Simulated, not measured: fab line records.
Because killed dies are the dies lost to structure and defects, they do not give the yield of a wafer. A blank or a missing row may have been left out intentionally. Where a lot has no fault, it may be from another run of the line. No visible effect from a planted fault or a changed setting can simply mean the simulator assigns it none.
Matching of chambers | flow n5-finfet | N5_BEOL_M10_CMP_52 on cmp-04 has 4 sister chambers
The step polishes, stops on SiCOH lowk, t overpolish 7 s, target thk 140 nm. 16 wafers are shown with their chamber, then 8 later ones without.

WAFERS WITH THEIR CHAMBER
wafer  | chamber | motor-current-A (A) | time-to-endpoint-s (s) | barrier-field-endpoint-s (s)
L075.1 | 1       | 5.2                 | 64                     | 28.6
L075.2 | 0       | 6.0                 | 68                     | 29.9
L075.4 | 3       | 5.7                 | 68                     | 29.8
L077.2 | 0       | 6.3                 | 72                     | 29.2
L077.5 | 3       | 6.2                 | 69                     | 29.6
L077.6 | 0       | 6.3                 | 76                     | 31.0
L079.3 | 3       | 5.7                 | 70                     | 29.3
L079.4 | 0       | 6.0                 | 71                     | 30.3
L079.6 | 0       | 6.2                 | 68                     | 29.8
L078.1 | 2       | 5.3                 | 66                     | 28.4
L078.4 | 3       | 5.7                 | 74                     | 30.0
L078.5 | 2       | 5.4                 | 65                     | 29.4
L085.1 | 0       | 5.9                 | 72                     | 30.2
L085.2 | 1       | 5.1                 | 65                     | 29.2
L085.6 | 3       | 5.6                 | 70                     | 30.2
L092.1 | 1       | 5.3                 | 61                     | 27.4

SIGNATURES (means of the wafers above)
reading                  | chamber 0 | chamber 1 | chamber 2 | chamber 3 | scatter within a chamber
motor-current-A          | 6.117     | 5.200     | 5.350     | 5.780     | 0.183
time-to-endpoint-s       | 71.17     | 63.33     | 65.50     | 70.20     | 2.5
barrier-field-endpoint-s | 30.067    | 28.400    | 28.900    | 29.780    | 0.61
Rule: a wafer lies at a distance from a chamber equal to the root of the sum of squares, over the readings, of (its reading less the chamber's mean, divided by the reading's scatter). The wafer belongs to the nearest chamber; if the next one is less than 2 further off, it can't be placed. The scatter is the square root of a quotient: the sum, over the shown wafers, of each reading's squared deviation from its chamber's mean, divided by wafers minus chambers.

WAFERS WHOSE CHAMBER IS MISSING
wafer  | motor-current-A (A) | time-to-endpoint-s (s) | barrier-field-endpoint-s (s)
L092.3 | 5.9                 | 62                     | 27.3
L092.4 | 5.6                 | 60                     | 27.9
L093.1 | 5.8                 | 68                     | 28.7
L093.5 | 6.1                 | 70                     | 30.3
L093.6 | 5.4                 | 66                     | 27.7
L096.4 | 5.6                 | 67                     | 29.8
L096.5 | 5.8                 | 68                     | 29.4
L096.6 | 6.2                 | 71                     | 31.1

EACH ONE'S CHAMBER
wafer  | from the rows above               | in truth
L092.3 | can't be placed: 2 or 1 or 3 or 0 | 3
L092.4 | can't be placed: 1 or 2           | 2
L093.1 | can't be placed: 3 or 2 or 0 or 1 | 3
L093.5 | can't be placed: 0 or 3           | 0
L093.6 | can't be placed: 1 or 2           | 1
L096.4 | can't be placed: 3 or 2 or 0 or 1 | 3
L096.5 | can't be placed: 3 or 0 or 2      | 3
L096.6 | can't be placed: 0 or 3           | 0
Correctly placed: 0 of 8. These rows do not allow placing 8 (true chamber among the candidates in 8). Placed wrongly: 0.
